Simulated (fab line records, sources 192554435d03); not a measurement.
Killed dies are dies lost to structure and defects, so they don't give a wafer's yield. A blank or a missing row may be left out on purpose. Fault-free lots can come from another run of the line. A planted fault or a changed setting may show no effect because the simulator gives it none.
Comparing a struck lot with a sound one + flow n5_finfet + 14 steps out of a route of 1938
Sound: wafers L116.2, L116.3, L116.4. Struck: wafer L121.1 (L121.4, L121.5, from the same lot, were not struck and are left out); the cause is given at the end.
Per side, at each step with rows, come the tool, then ch with its chambers, and then its first start. Under that, the readings that differ: sound wafers + struck wafers + difference of the means + sigmas: that difference in standard deviations of wafers without a fault.
alike: a reading whose means differ by less than 2 such deviations, as well as words and numbers matching on both sides. not compared: withheld readings; readings where some wafer has no value; bounds like >300 that might hide an equal value; numbers whose values overlap and for which the record gives no deviation.
A row with sigmas, a row that says differs or no value, or rows on one side alone: a step with any of these is where the two part. Numbers that have no deviation but don't overlap get no sigmas and don't part them. A reading missing from all wafers of one side parts the sides only when that side holds two or more wafers.

first, 7 steps without rows for these wafers: N5_BEOL_M10_COAT_60 (time 60 s, resist thk 30 nm); N5_BEOL_M10_COAT_05 (resist thk 90 nm); N5_BEOL_M10_EBR_07; N5_BEOL_M10_SOFTBAKE_06 (time 60 s); N5_BEOL_M10_EXPOSE_08 (exposes mask M10); N5_BEOL_M10_PEB_09 (peb time 60 s); N5_BEOL_M10_DEVELOP_10 (develop time 30 s).
N5_BEOL_M10_CD_MEAS_11: the cd target is 64.1 nm.
  sound on cd_sem-01 ch 0, day 10 13:08; struck on cd_sem-01 ch 0, day 12 08:37
| reading    | sound          | struck | difference | sigmas |
|------------|----------------|--------|------------|--------|
| cd_nm (nm) | 64.3 64.1 63.7 | 65.3   | +1.3       | +2     |
N5_BEOL_M10_OVL_MEAS_12:
  sound on overlay-02 ch 0, day 10 13:10; struck on overlay-02 ch 0, day 12 08:38
  alike: M10_OVL
N5_BEOL_M10_INSPECT_13: inspects for defects (brightfield).
  sound: defect_inspect-01 at day 10 13:11; struck: defect_inspect-02 at day 12 08:40
  alike: raw_defect_count
N5_BEOL_M10_DESCUM_16: chemistry O2, time 7.9 s.
  sound on rie_diel-02 ch 2,3, day 10 13:13; struck on rie_diel-01 ch 0, day 12 08:53
  alike: drypump_motor_current_A, oes_product_au, rf_vpp_V, showerhead_plenum_p_Torr, throttle_valve_pct
  not compared: rf_hours_counter_h
N5_BEOL_M10_ETCH_61: etches SiARC in CF4, target depth 39 nm, time 65 s.
  sound on rie_diel-02 ch 2,3, day 10 13:15; struck on rie_diel-01 ch 0, day 12 08:55
  alike: drypump_motor_current_A, etch_rf_on_time_s, oes_product_au, rf_vpp_V, showerhead_plenum_p_Torr, throttle_valve_pct
  not compared: rf_hours_counter_h
N5_BEOL_M10_ETCH_62: etches SOC in N2/H2, target depth 110 nm, overetch 22 nm, time 165 s.
  sound on rie_diel-02 ch 2,3, day 10 13:18; struck on rie_diel-01 ch 0, day 12 08:58
| reading                                     | sound          | struck | difference | sigmas |
|---------------------------------------------|----------------|--------|------------|--------|
| model.SiARC_of_BEOL_M10_COAT_60.thk_nm (nm) | 23.2 23.4 23.4 | 24.8   | +1.5       |        |
  alike: drypump_motor_current_A, oes_product_au, rf_vpp_V, showerhead_plenum_p_Torr, throttle_valve_pct
  not compared: rf_hours_counter_h
then, 1 step without rows for these wafers: N5_BEOL_M10_STRIP_68 (strips in N2/H2).

== WHERE THEY PART ==
Only at N5_BEOL_M10_CD_MEAS_11, within this record. Later steps at which nothing parts them and some readings are alike: N5_BEOL_M10_OVL_MEAS_12, N5_BEOL_M10_INSPECT_13, N5_BEOL_M10_DESCUM_16, N5_BEOL_M10_ETCH_61, N5_BEOL_M10_ETCH_62.

WHY: whatever the simulator had introduced
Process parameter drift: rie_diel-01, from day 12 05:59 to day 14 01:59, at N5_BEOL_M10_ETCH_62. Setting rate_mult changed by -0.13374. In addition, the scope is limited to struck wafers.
